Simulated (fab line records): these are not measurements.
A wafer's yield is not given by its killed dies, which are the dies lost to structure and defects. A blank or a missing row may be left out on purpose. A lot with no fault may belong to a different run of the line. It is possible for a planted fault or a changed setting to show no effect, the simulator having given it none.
Chamber matching || flow n5 finfet || N5_BEOL_M14_ETCH_59 on rie diel-06: 4 sister chambers
The step etches BARC in N2/H2, target depth 89 nm, overetch 26.7 nm, time 67.9 s. 24 wafers are shown with their chamber, then 12 later ones without.

== WAFERS, EACH WITH ITS CHAMBER ==
{"wafer": "L077.1", "chamber": 1, "drypump motor current A (A)": 5.2, "showerhead plenum p Torr (Torr)": 2.49, "throttle valve pct (%)": 17.70}
{"wafer": "L077.4", "chamber": 3, "drypump motor current A (A)": 5.9, "showerhead plenum p Torr (Torr)": 2.43, "throttle valve pct (%)": 18.18}
{"wafer": "L077.6", "chamber": 2, "drypump motor current A (A)": 5.1, "showerhead plenum p Torr (Torr)": 2.61, "throttle valve pct (%)": 18.00}
{"wafer": "L076.1", "chamber": 1, "drypump motor current A (A)": 5.2, "showerhead plenum p Torr (Torr)": 2.48, "throttle valve pct (%)": 17.69}
{"wafer": "L076.4", "chamber": 3, "drypump motor current A (A)": 5.9, "showerhead plenum p Torr (Torr)": 2.43, "throttle valve pct (%)": 18.18}
{"wafer": "L076.6", "chamber": 1, "drypump motor current A (A)": 5.2, "showerhead plenum p Torr (Torr)": 2.48, "throttle valve pct (%)": 17.71}
{"wafer": "L075.2", "chamber": 0, "drypump motor current A (A)": 5.2, "showerhead plenum p Torr (Torr)": 2.60, "throttle valve pct (%)": 18.18}
{"wafer": "L075.4", "chamber": 1, "drypump motor current A (A)": 5.2, "showerhead plenum p Torr (Torr)": 2.48, "throttle valve pct (%)": 17.70}
{"wafer": "L075.6", "chamber": 2, "drypump motor current A (A)": 5.1, "showerhead plenum p Torr (Torr)": 2.61, "throttle valve pct (%)": 18.02}
{"wafer": "L080.1", "chamber": 2, "drypump motor current A (A)": 5.1, "showerhead plenum p Torr (Torr)": 2.61, "throttle valve pct (%)": 18.03}
{"wafer": "L080.3", "chamber": 0, "drypump motor current A (A)": 5.2, "showerhead plenum p Torr (Torr)": 2.60, "throttle valve pct (%)": 18.21}
{"wafer": "L080.5", "chamber": 0, "drypump motor current A (A)": 5.3, "showerhead plenum p Torr (Torr)": 2.60, "throttle valve pct (%)": 18.21}
{"wafer": "L082.1", "chamber": 3, "drypump motor current A (A)": 5.9, "showerhead plenum p Torr (Torr)": 2.43, "throttle valve pct (%)": 18.20}
{"wafer": "L082.4", "chamber": 1, "drypump motor current A (A)": 5.2, "showerhead plenum p Torr (Torr)": 2.48, "throttle valve pct (%)": 17.72}
{"wafer": "L082.5", "chamber": 2, "drypump motor current A (A)": 5.1, "showerhead plenum p Torr (Torr)": 2.60, "throttle valve pct (%)": 18.02}
{"wafer": "L085.2", "chamber": 1, "drypump motor current A (A)": 5.2, "showerhead plenum p Torr (Torr)": 2.48, "throttle valve pct (%)": 17.73}
{"wafer": "L085.5", "chamber": 2, "drypump motor current A (A)": 5.1, "showerhead plenum p Torr (Torr)": 2.60, "throttle valve pct (%)": 18.04}
{"wafer": "L085.6", "chamber": 1, "drypump motor current A (A)": 5.2, "showerhead plenum p Torr (Torr)": 2.47, "throttle valve pct (%)": 17.75}
{"wafer": "L084.2", "chamber": 2, "drypump motor current A (A)": 5.1, "showerhead plenum p Torr (Torr)": 2.60, "throttle valve pct (%)": 18.06}
{"wafer": "L084.5", "chamber": 3, "drypump motor current A (A)": 5.9, "showerhead plenum p Torr (Torr)": 2.42, "throttle valve pct (%)": 18.22}
{"wafer": "L084.6", "chamber": 2, "drypump motor current A (A)": 5.1, "showerhead plenum p Torr (Torr)": 2.60, "throttle valve pct (%)": 18.06}
{"wafer": "L089.1", "chamber": 2, "drypump motor current A (A)": 5.1, "showerhead plenum p Torr (Torr)": 2.60, "throttle valve pct (%)": 18.03}
{"wafer": "L089.4", "chamber": 1, "drypump motor current A (A)": 5.2, "showerhead plenum p Torr (Torr)": 2.47, "throttle valve pct (%)": 17.76}
{"wafer": "L089.6", "chamber": 2, "drypump motor current A (A)": 5.1, "showerhead plenum p Torr (Torr)": 2.60, "throttle valve pct (%)": 18.06}

SIGNATURES (averages over the wafers above)
{"reading": "drypump motor current A", "chamber 0": 5.233, "chamber 1": 5.200, "chamber 2": 5.100, "chamber 3": 5.900, "scatter within a chamber": 0.0183}
{"reading": "showerhead plenum p Torr", "chamber 0": 2.6000, "chamber 1": 2.4788, "chamber 2": 2.6033, "chamber 3": 2.4275, "scatter within a chamber": 0.0053}
{"reading": "throttle valve pct", "chamber 0": 18.2000, "chamber 1": 17.7200, "chamber 2": 18.0356, "chamber 3": 18.1950, "scatter within a chamber": 0.022}
Rule: distance of a wafer from a chamber = root of the sum over the readings of ((wafer's reading minus chamber's mean) / reading's scatter) squared. The wafer belongs to the nearest chamber; if the next one is less than 2 further off, it can't be placed. The scatter: the root of (the sum of the squares of (reading less its chamber's mean) over the shown wafers, divided by (wafers less chambers)).

== WAFERS WITH NO CHAMBER GIVEN ==
{"wafer": "L087.2", "drypump motor current A (A)": 5.9, "showerhead plenum p Torr (Torr)": 2.42, "throttle valve pct (%)": 18.25}
{"wafer": "L087.3", "drypump motor current A (A)": 5.2, "showerhead plenum p Torr (Torr)": 2.47, "throttle valve pct (%)": 17.76}
{"wafer": "L087.6", "drypump motor current A (A)": 5.9, "showerhead plenum p Torr (Torr)": 2.42, "throttle valve pct (%)": 18.23}
{"wafer": "L088.2", "drypump motor current A (A)": 5.2, "showerhead plenum p Torr (Torr)": 2.47, "throttle valve pct (%)": 17.73}
{"wafer": "L088.3", "drypump motor current A (A)": 5.9, "showerhead plenum p Torr (Torr)": 2.42, "throttle valve pct (%)": 18.23}
{"wafer": "L088.4", "drypump motor current A (A)": 5.2, "showerhead plenum p Torr (Torr)": 2.47, "throttle valve pct (%)": 17.75}
{"wafer": "L090.3", "drypump motor current A (A)": 5.9, "showerhead plenum p Torr (Torr)": 2.42, "throttle valve pct (%)": 18.23}
{"wafer": "L090.4", "drypump motor current A (A)": 5.2, "showerhead plenum p Torr (Torr)": 2.60, "throttle valve pct (%)": 18.05}
{"wafer": "L090.6", "drypump motor current A (A)": 5.9, "showerhead plenum p Torr (Torr)": 2.42, "throttle valve pct (%)": 18.23}
{"wafer": "L092.3", "drypump motor current A (A)": 5.9, "showerhead plenum p Torr (Torr)": 2.42, "throttle valve pct (%)": 18.25}
{"wafer": "L092.5", "drypump motor current A (A)": 5.9, "showerhead plenum p Torr (Torr)": 2.42, "throttle valve pct (%)": 18.25}
{"wafer": "L092.6", "drypump motor current A (A)": 5.2, "showerhead plenum p Torr (Torr)": 2.47, "throttle valve pct (%)": 17.77}

== THE CHAMBER EACH PASSED THROUGH ==
{"wafer": "L087.2", "from the rows above": 3, "in truth": 3}
{"wafer": "L087.3", "from the rows above": 1, "in truth": 1}
{"wafer": "L087.6", "from the rows above": 3, "in truth": 3}
{"wafer": "L088.2", "from the rows above": 1, "in truth": 1}
{"wafer": "L088.3", "from the rows above": 3, "in truth": 3}
{"wafer": "L088.4", "from the rows above": 1, "in truth": 1}
{"wafer": "L090.3", "from the rows above": 3, "in truth": 3}
{"wafer": "L090.4", "from the rows above": "can't be placed: 2 or 0", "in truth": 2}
{"wafer": "L090.6", "from the rows above": 3, "in truth": 3}
{"wafer": "L092.3", "from the rows above": 3, "in truth": 3}
{"wafer": "L092.5", "from the rows above": 3, "in truth": 3}
{"wafer": "L092.6", "from the rows above": 1, "in truth": 1}
Correct placement for 11 of the 12. Unplaceable from these rows: 1, with the true chamber sitting among the candidates in 1. Number placed wrongly: 0.
